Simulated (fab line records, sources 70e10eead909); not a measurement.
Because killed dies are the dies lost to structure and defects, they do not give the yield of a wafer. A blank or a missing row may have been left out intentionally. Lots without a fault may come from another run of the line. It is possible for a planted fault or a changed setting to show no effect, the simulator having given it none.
fab line records	flow nand_harc
[record] lots = 11	wafers = 33	last_day = 34
route steps=1302 shown A_BLC@1123 A_M0@1144 END@1302
lots untouched by any fault: they come from a run of this same line in which no faults occurred
start_h: the number of hours between the record's first day and the start of the first shown wafer of the lot	wait_h: how many hours have passed since the lot's step before this one	" the same as in the row above	L1.1+2: one row covering several wafers at once	- no value present, or no start provided	* or withheld: withheld	< > ~ a bound
route shown NAME@n: NAME is a module with steps in the file, n the number in the route of the first one	usual: mean/standard deviation taken from wafers without a fault	same: alike in all rows	chamber/n: place in a boat	sites: each site's reading	_std_site: the values' standard deviation	_edge_site: the outer-site mean with the inner-site mean subtracted	radius_mm: how far each site lies from the wafer's centre	mask NAME#n: copy n	behind: the tool/chamber that last shaped the wafer	hold: the reason the lot was held/the length of the hold in hours/how it ended	device: the n, p or np transistor that did not switch	end of line: the same wafers' tests at the end of the route	where a step has no rows: the recipe by itself	killed: at the first sort, the dies lost to defects and structure; wafer yield is something else	map: a wafer's dies, marking killed ones x, the rest . and places with no die _
set.NAME: the setting that was run; set.NAME@STEP: the one run at that earlier step	model.NAME: the simulator's own value behind a step, which no gauge read
route steps across a sampled set of lots; one table per step, one row per wafer
services: the hour from which a tool's chamber was out of use, counted from the record's first day as start_h (under 0 if before that day), plus the number of hours and why
[[steps]]
[step NHARC_A_BLC_ETCH_18]
[recipe] target_depth_a = 9100	c4f8_flow_sccm = 20	o2_flow_sccm = 10	ar_flow_sccm = withheld	rf_w = 600	bias_w = 1500	chemistry = C4F8/O2/Ar
[usual] oes_product_au = 0.957/0.025	rf_vpp_V = 980/7
lot.wafer	tool	chamber	start_h	wait_h	oes_product_au	rf_hours_counter_h	rf_vpp_V
L787.1	rie_diel-02	3	-	-	0.948	9	983
L787.2	"	0	"	"	0.924	10	988
L787.5	"	3	"	"	0.937	-	983
L788.2	rie_diel-05	1	-	-	0.927	12	980
L788.3	"	2	"	"	0.932	12	983
L788.5	"	0	"	"	0.931	-	981
L790.4	rie_diel-02	3	-	-	0.987	11	984
L790.3	"	0	"	"	0.984	11	986
L790.5	"	2	"	"	0.976	-	981
L791.3	rie_diel-02	0	-	-	0.973	0	989
L791.2	"	3	"	"	0.983	0	984
L791.5	"	1	"	"	0.976	-	967
L794.2	rie_diel-02	2	-	-	0.983	2	982
L794.3	"	3	"	"	0.966	2	983
L794.1	"	0	"	"	0.978	2	988
L793.4	rie_diel-02	3	-	-	0.961	2	983
L793.2	"	1	"	"	1.016	0	969
L793.6	"	2	"	"	0.962	-	982
L798.1	rie_diel-05	3	-	-	0.976	2	969
L798.3	"	0	"	"	0.968	3	981
L798.6	"	3	"	"	0.976	-	968
L804.4	rie_diel-05	2	-	-	0.919	9	983
L804.2	"	1	"	"	0.924	9	978
L804.5	"	3	"	"	0.914	-	969
L806.1	rie_diel-02	0	-	-	0.970	11	988
L806.2	"	1	"	"	0.941	9	970
L806.5	"	0	"	"	0.977	-	989
L808.1	rie_diel-02	1	-	-	0.999	10	968
L808.2	"	0	"	"	0.987	12	988
L808.5	"	2	"	"	0.968	-	981
L805.1	rie_diel-02	0	-	-	0.931	11	988
L805.6	"	0	"	"	0.947	-	987
L805.5	"	1	"	"	0.932	-	969
[step NHARC_A_BLC_PVD_32]
[recipe] target_thk_a = 50	chamber_pressure_pa = 5	power_w = 5000	substrate_temp_c = 200	time_s = 17.7	material = Ti
[usual] throttle_valve_pct = 30.2/0.97
lot.wafer	tool	chamber	start_h	wait_h	throttle_valve_pct
L787.2	pvd_sputter-01	-	-	-	30.3
L787.1	"	-	"	"	29.7
L787.5	"	-	"	"	30.4
L788.2	pvd_sputter-03	-	-	-	28.3
L788.3	"	-	"	"	29.1
L788.5	"	-	"	"	27.8
L790.4	pvd_sputter-01	-	-	-	30.0
L790.3	"	-	"	"	30.4
L790.5	"	-	"	"	30.5
L791.2	pvd_sputter-02	-	-	-	29.7
L791.3	"	-	"	"	29.9
L791.5	"	-	"	"	29.8
L794.2	pvd_sputter-03	-	-	-	32.0
L794.3	"	-	"	"	28.1
L794.1	"	-	"	"	29.0
L793.2	pvd_sputter-02	-	-	-	29.8
L793.4	"	-	"	"	29.6
L793.6	"	-	"	"	29.6
L798.3	pvd_sputter-01	-	-	-	30.8
L798.1	"	-	"	"	30.0
L798.6	"	-	"	"	30.9
L804.2	pvd_sputter-01	-	-	-	30.4
L804.4	"	-	"	"	30.6
L804.5	"	-	"	"	30.5
L806.1	pvd_sputter-03	-	-	-	28.5
L806.2	"	-	"	"	28.5
L806.5	"	-	"	"	28.6
L808.1	pvd_sputter-01	-	-	-	30.9
L808.2	"	-	"	"	29.9
L808.5	"	-	"	"	30.9
L805.1	pvd_sputter-02	-	-	-	29.9
L805.6	"	-	"	"	30.1
L805.5	"	-	"	"	30.0
[step NHARC_A_BLC_ALD_23]
[recipe] target_thk_a = 30	pulse_time_s = 1	ald_cycles = 150	temp_c = 450	material = TiN
[usual] heater_power_w = 1102/69	precursor_pulse_height_rel = 1.001/0.02
lot.wafer	tool	chamber	start_h	wait_h	heater_power_w	precursor_pulse_height_rel
L787.2	ald_metal-01	3	536.35	-	1039	0.992
L787.1	"	0	"	"	1116	0.979
L787.5	"	3	"	"	1045	0.968
L788.3	ald_metal-02	0	536.97	-	1054	0.968
L788.2	"	1	"	"	1112	0.980
L788.5	"	1	"	"	1074	1.003
L790.3	ald_metal-04	3	548.75	-	1015	0.989
L790.4	"	1	"	"	1143	0.988
L790.5	"	0	"	"	1121	1.009
L791.3	ald_metal-02	1	582.98	-	1110	0.986
L791.2	"	2	"	"	984	0.991
L791.5	"	2	"	"	1018	1.033
L794.1	ald_metal-01	0	594.40	-	1160	1.033
L794.2	"	1	"	"	1213	0.983
L794.3	"	3	"	"	1058	1.019
L793.4	ald_metal-02	2	596.82	-	987	0.982
L793.2	"	3	"	"	1190	1.021
L793.6	"	2	"	"	1016	0.999
L798.3	ald_metal-02	1	627.70	-	1154	0.993
L798.1	"	2	"	"	957	0.973
L798.6	"	1	"	"	1139	0.997
L804.4	ald_metal-01	0	717.11	-	1095	1.018
L804.2	"	2	"	"	1005	1.015
L804.5	"	1	"	"	1234	0.998
L806.1	ald_metal-01	1	723.28	-	1239	1.028
L806.2	"	2	"	"	1069	1.015
L806.5	"	1	"	"	1233	0.993
L808.1	ald_metal-01	0	725.97	-	1094	1.011
L808.2	"	2	"	"	1053	0.972
L808.5	"	0	"	"	1098	0.989
L805.1	ald_metal-04	3	777.79	-	1048	1.056
L805.6	"	1	"	"	1106	0.996
L805.5	"	2	"	"	1074	0.947
[step NHARC_A_M0_EXPOSE_06]
[recipe] na = 1.35	target_cd_nm = 80	dose_mj = 83.25	mask_id = A_M0
[usual] exposure_dose_mJ_cm2 = 83.26/0.078
lot.wafer	tool	chamber	start_h	wait_h	mask	exposure_dose_mJ_cm2
L787.1	arfi_scanner-02	0	538.16	-	A_M0#0	83.37
L787.2	"	0	"	"	A_M0#0	83.32
L787.5	"	0	"	"	A_M0#0	83.30
L788.2	arfi_scanner-01	0	538.91	-	A_M0#0	83.11
L788.3	"	0	"	"	A_M0#0	83.06
L788.5	"	0	"	"	A_M0#0	83.06
L790.3	arfi_scanner-02	0	550.67	-	A_M0#0	83.32
L790.4	"	0	"	"	A_M0#0	83.33
L790.5	"	0	"	"	A_M0#0	83.18
L791.2	arfi_scanner-01	0	584.88	-	A_M0#0	83.35
L791.3	"	0	"	"	A_M0#0	83.33
L791.5	"	0	"	"	A_M0#0	83.30
L794.1	arfi_scanner-02	0	596.30	-	A_M0#0	83.33
L794.2	"	0	"	"	A_M0#0	83.28
L794.3	"	0	"	"	A_M0#0	83.28
L793.2	arfi_scanner-02	0	598.66	-	A_M0#0	83.25
L793.4	"	0	"	"	A_M0#0	83.28
L793.6	"	0	"	"	A_M0#0	83.23
L798.1	arfi_scanner-03	0	629.57	-	A_M0#0	83.26
L798.3	"	0	"	"	A_M0#0	83.34
L798.6	"	0	"	"	A_M0#0	83.29
L804.2	arfi_scanner-01	0	718.88	-	A_M0#0	93.30
L804.4	"	0	"	"	A_M0#0	93.26
L804.5	"	0	"	"	A_M0#0	93.32
L806.1	arfi_scanner-03	0	725.16	-	A_M0#0	83.31
L806.2	"	0	"	"	A_M0#0	83.33
L806.5	"	0	"	"	A_M0#0	83.31
L808.1	arfi_scanner-02	0	727.84	-	A_M0#0	83.26
L808.2	"	0	"	"	A_M0#0	83.29
L808.5	"	0	"	"	A_M0#0	83.31
L805.1	arfi_scanner-01	0	779.95	-	A_M0#0	88.42
L805.5	"	0	"	"	A_M0#0	88.35
L805.6	"	0	"	"	A_M0#0	88.42
[step NHARC_A_M0_CD_MEAS_09]
[recipe] target_cd_nm = 80	landing_energy_ev = 500
[usual] cd_nm = 80.1/0.68
lot.wafer	tool	chamber	start_h	wait_h	hold	cd_nm
L787.1	cd_sem-01	0	538.30	-	-	80.8
L787.2	"	0	"	"	-	79.8
L787.5	"	0	"	"	-	79.3
L788.2	cd_sem-01	0	539.04	-	-	82.0
L788.3	"	0	"	"	-	80.5
L788.5	"	0	"	"	-	81.5
L790.3	cd_sem-01	0	550.80	-	-	79.9
L790.4	"	0	"	"	-	79.8
L790.5	"	0	"	"	-	80.7
L791.2	cd_sem-01	0	585.02	-	-	79.8
L791.3	"	0	"	"	-	80.7
L791.5	"	0	"	"	-	80.6
L794.1	cd_sem-02	0	596.44	-	-	79.4
L794.2	"	0	"	"	-	80.3
L794.3	"	0	"	"	-	79.4
L793.2	cd_sem-02	0	598.80	-	-	80.8
L793.4	"	0	"	"	-	80.5
L793.6	"	0	"	"	-	79.1
L798.1	cd_sem-02	0	629.71	-	-	80.4
L798.3	"	0	"	"	-	79.7
L798.6	"	0	"	"	-	80.6
L804.2	cd_sem-01	0	719.02	-	await_dispo/0.2h/release	87.2
L804.4	"	0	"	"	await_dispo/0.2h/release	86.8
L804.5	"	0	"	"	await_dispo/0.2h/release	87.5
L804.2	cd_sem-01	0	-	-	-	87.3
L804.4	"	0	"	"	-	86.6
L804.5	"	0	"	"	-	87.1
L806.1	cd_sem-03	0	725.30	-	-	79.6
L806.2	"	0	"	"	-	78.7
L806.5	"	0	"	"	-	78.5
L808.1	cd_sem-01	0	727.98	-	-	81.9
L808.2	"	0	"	"	-	81.0
L808.5	"	0	"	"	-	80.8
L805.1	cd_sem-01	0	780.09	-	await_dispo/0.2h/release	84.1
L805.5	"	0	"	"	await_dispo/0.2h/release	83.0
L805.6	"	0	"	"	await_dispo/0.2h/release	84.2
L805.1	cd_sem-01	0	-	-	-	83.8
L805.5	"	0	"	"	-	83.0
L805.6	"	0	"	"	-	84.2
[step NHARC_END_SORT_01]
[recipe] temp_c = 25
[usual] defect_limited_yield = 91.6/2.8	killed_at_array = 53/19	killed_at_other = 0.8/1.2	killed_at_periphery = 3.7/2.3	killed_dies = 57/19	killed_open = 3.2/1.7	killed_short = 2.6/1.8	sort_bin_2_pct = 3.0/1.2	sort_bin_3_pct = 0.7/0.4	sort_bin_4_pct = 4.8/1.5	sort_n_pass = 620/19	sort_rim_yield_pct = 90/4.8	sort_yield_pct = 91.6/2.8
[same] gross_dies = 677	sort_bin_5_pct[%] = 0	sort_bin_6_pct[%] = 0	sort_bin_7_pct[%] = 0	sort_bin_8_pct[%] = 0	sort_rim_n_gross = 106.00
lot.wafer	tool	chamber	start_h	wait_h	defect_limited_yield[%]	killed_at_array	killed_at_other	killed_at_periphery	killed_dies	killed_open	killed_short	sort_bin_2_pct[%]	sort_bin_3_pct[%]	sort_bin_4_pct[%]	sort_n_pass	sort_rim_yield_pct[%]	sort_yield_pct[%]
L798.1	prober-01	0	670.02	2.5	97.0	17	1	2	20	1	1	0.6	0.3	2.1	657	100	97.0
L798.3	prober-01	0	671.61	3.1	96.8	19	1	2	22	2	2	1.0	0.1	2.1	655	96	96.8
L798.6	prober-01	0	674.00	4.0	96.0	21	0	6	27	2	4	1.5	0.1	2.4	650	93	96.0
L804.2	prober-02	0	780.31	2.8	93.1	41	0	6	47	4	1	3.4	0.7	2.8	630	88	93.1
L804.4	prober-02	0	781.95	3.5	95.1	29	0	4	33	3	0	1.6	0.6	2.7	644	88	95.1
L804.5	prober-02	0	782.77	3.8	92.8	40	2	7	49	1	4	2.1	0.6	4.6	628	92	92.8
L805.1	prober-01	0	813.44	2.5	90.7	60	0	3	63	3	3	3.8	0.7	4.7	614	88	90.7
L805.5	prober-01	0	816.62	3.7	91.6	54	0	3	57	3	3	2.5	1.2	4.7	620	83	91.6
L805.6	prober-01	0	817.42	4.0	90.0	66	0	2	68	5	2	3.1	1.0	5.9	609	95	90.0
// killed by level:class
L798.1 A_CHANNEL_HOLE_D1:chamber_film_flake=6 A_CHANNEL_FILL_D2:chamber_film_flake=4 A_SLIT:chamber_film_flake=2 A_DECK1_JOINT:geometric_particle:open=1 A_DECK1_JOINT:geometric_particle:short=1 P_STI:chamber_film_flake=1 P_GATE:chamber_film_flake=1 A_CHANNEL_HOLE_D2:chamber_film_flake=1
L798.3 A_CHANNEL_HOLE_D1:chamber_film_flake=5 A_SLIT:chamber_film_flake=4 A_CHANNEL_HOLE_D2:chamber_film_flake=3 A_CHANNEL_FILL_D2:chamber_film_flake=3 P_M0:geometric_particle:open=1 A_ONON_D1:geometric_particle:short=1 A_CHANNEL_FILL_D2:geometric_particle:short=1 A_CONTACT:geometric_particle:open=1
L798.6 P_M1:chamber_film_flake=4 A_CHANNEL_HOLE_D1:chamber_film_flake=4 A_SLIT:chamber_film_flake=3 A_CONTACT:chamber_film_flake=3 A_WL_FILL:geometric_particle:short=2 A_CHANNEL_FILL_D2:chamber_film_flake=2 A_STAIRCASE:chamber_film_flake=2 P_M1:geometric_particle:short=1
L804.2 A_CHANNEL_HOLE_D1:chamber_film_flake=17 A_CONTACT:chamber_film_flake=10 A_SLIT:chamber_film_flake=5 A_STAIRCASE:chamber_film_flake=4 A_M0:geometric_particle:open=2 P_BONDPAD:chamber_film_flake=2 P_CONTACT:geometric_particle:open=1 A_ONON_D2:geometric_particle:open=1
L804.4 A_CHANNEL_HOLE_D1:chamber_film_flake=12 A_CONTACT:chamber_film_flake=9 P_STI:chamber_film_flake=2 A_SLIT:chamber_film_flake=2 A_STAIRCASE:chamber_film_flake=2 A_WL_FILL:chamber_film_flake=2 P_GATE:geometric_particle:open=1 P_M0:geometric_particle:open=1
L804.5 A_CHANNEL_HOLE_D1:chamber_film_flake=16 A_CONTACT:chamber_film_flake=9 A_STAIRCASE:chamber_film_flake=7 P_BONDPAD:chamber_film_flake=4 A_SLIT:chamber_film_flake=4 P_STI:chamber_film_flake=2 P_M1:geometric_particle:short=1 A_ONON_D2:geometric_particle:open=1
L805.1 A_CHANNEL_HOLE_D1:chamber_film_flake=30 A_CHANNEL_HOLE_D2:chamber_film_flake=17 A_STAIRCASE:chamber_film_flake=3 P_M2:chamber_film_flake=2 P_CONTACT:geometric_particle:short=1 A_DECK1_JOINT:geometric_particle:short=1 A_ONON_D2:geometric_particle:short=1 A_CHANNEL_FILL_D2:geometric_particle:open=1
L805.5 A_CHANNEL_HOLE_D2:chamber_film_flake=23 A_CHANNEL_HOLE_D1:chamber_film_flake=17 P_M2:chamber_film_flake=2 A_CONTACT:chamber_film_flake=2 A_STAIRCASE:chamber_film_flake=2 A_ONON_D1:geometric_particle:short=1 A_CHANNEL_HOLE_D1:geometric_particle:open=1 A_DECK1_JOINT:geometric_particle:open=1
L805.6 A_CHANNEL_HOLE_D1:chamber_film_flake=28 A_CHANNEL_HOLE_D2:chamber_film_flake=19 A_SLIT:chamber_film_flake=5 A_CONTACT:chamber_film_flake=3 A_DECK1_JOINT:geometric_particle:short=2 A_SGD_CUT:chamber_film_flake=2 A_WL_FILL:chamber_film_flake=2 P_M0:geometric_particle:open=1
[[services]]
tool	chamber	start_h	hours	kind
ald_metal-01	-	526.01	10.0	pm
arfi_scanner-01	-	550.30	4.5	repair
rie_diel-02	-	570.91	9.0	pm
pvd_sputter-01	-	582.00	10.0	pm
rie_diel-02	1	582.83	12.4	repair
arfi_scanner-01	-	596.00	4.0	pm
pvd_sputter-01	-	599.31	5.2	repair
ald_metal-02	-	610.00	10.0	pm
arfi_scanner-01	-	611.50	5.8	repair
ald_metal-01	-	630.73	0.9	repair
rie_diel-02	0	632.90	13.4	repair
rie_diel-02	-	644.17	0.5	repair
arfi_scanner-01	-	650.48	0.8	repair
ald_metal-01	-	654.81	0.6	repair
arfi_scanner-02	-	656.00	4.0	pm
ald_metal-01	0	673.37	18.4	repair
arfi_scanner-01	-	698.86	0.9	repair
ald_metal-02	-	700.84	1.7	repair
ald_metal-01	-	704.01	10.0	pm
ald_metal-02	2	721.48	46.1	repair
pvd_sputter-01	-	733.25	1.5	repair
rie_diel-02	-	747.91	9.0	pm
pvd_sputter-01	-	760.00	10.0	pm
rie_diel-02	3	764.06	1.7	repair
[[key]]
[first_sign] step = NHARC_A_M0_EXPOSE_06	reading = exposure_dose_mJ_cm2	direction = up	sigmas = 97	usual = 83.26	struck = 90.85
[effect] step = NHARC_A_M0_CD_MEAS_09	reading = visit	direction = added	through = control_loop
[effect] step = NHARC_A_M0_CD_MEAS_09	reading = cd_nm	direction = up	sigmas = 7.9	usual = 80.1	struck = 85.5	through = control_loop
met_at NHARC_A_M0_EXPOSE_06
struck_lots L804,L805
[loop_trim] step = NHARC_A_M0_EXPOSE_06	setting = dose	lots = L804,L805
not_acting_at NHARC_A_BLC_ETCH_18,NHARC_A_BLC_PVD_32,NHARC_A_BLC_ALD_23
onset_between 584.88 718.88
[fault] kind = process_parameter_drift	tool = arfi_scanner-01	chamber = -	onset_h = 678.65	steps = NHARC_A_M0_EXPOSE_06	channel = dose_mj	offset = 12.6	shape = step	acts_in = these_recipes_only	stated = 83.25
// loop_trim: a control loop set the setting to another value than it would have without faults
